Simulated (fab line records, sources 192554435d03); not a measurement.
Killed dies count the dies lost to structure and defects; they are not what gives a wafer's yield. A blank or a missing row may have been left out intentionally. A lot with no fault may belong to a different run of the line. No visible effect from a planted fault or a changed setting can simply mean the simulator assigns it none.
Chamber matching | flow n5Finfet | 4 sister chambers for N5_FIN_SAQP_HM_OPEN_73 on rieDiel-04
The step chemistry CHF3/O2, target SiO2, stops on a-Si, target depth 12 nm, time 16.8 s. 4 wafers are shown with their chamber, then 7 later ones without.

## WAFERS WITH THEIR CHAMBER
wafer  | chamber | showerheadPlenumPTorr (Torr)
L078.5 | 3       | 2.44
L080.6 | 1       | 2.48
L083.1 | 2       | 2.38
L083.5 | 0       | 2.26

## WAFERS WHOSE CHAMBER IS MISSING
wafer  | showerheadPlenumPTorr (Torr)
L083.6 | 2.48
L084.1 | 2.48
L084.3 | 2.38
L084.6 | 2.48
L097.1 | 2.43
L097.2 | 2.47
L097.3 | 2.54

## CHAMBER TAKEN BY EACH
wafer  | from the rows above          | in truth
L083.6 | can't be placed: 1 or 3      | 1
L084.1 | can't be placed: 1 or 3      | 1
L084.3 | 2                            | 2
L084.6 | can't be placed: 1 or 3      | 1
L097.1 | can't be placed: 3 or 1 or 2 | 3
L097.2 | can't be placed: 1 or 3      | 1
L097.3 | can't be placed: 1 or 3      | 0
Correct placement for 1 of the 7. From these rows, 6 cannot be placed; in 5 the true chamber is one of the candidates. 0 placed wrongly.
How it was worked out, from the rows above alone: a wafer's distance from a chamber is the root of the sum, over the readings, of the square of ((its reading less the chamber's mean) divided by the reading's scatter). The wafer belongs to the nearest chamber; if the next one is less than 2 further off, it can't be placed. A chamber's mean is the mean of its shown wafers. The scatter: with one shown wafer a chamber, the root of the mean of the squares of how far each hidden wafer lies from its nearest shown one.
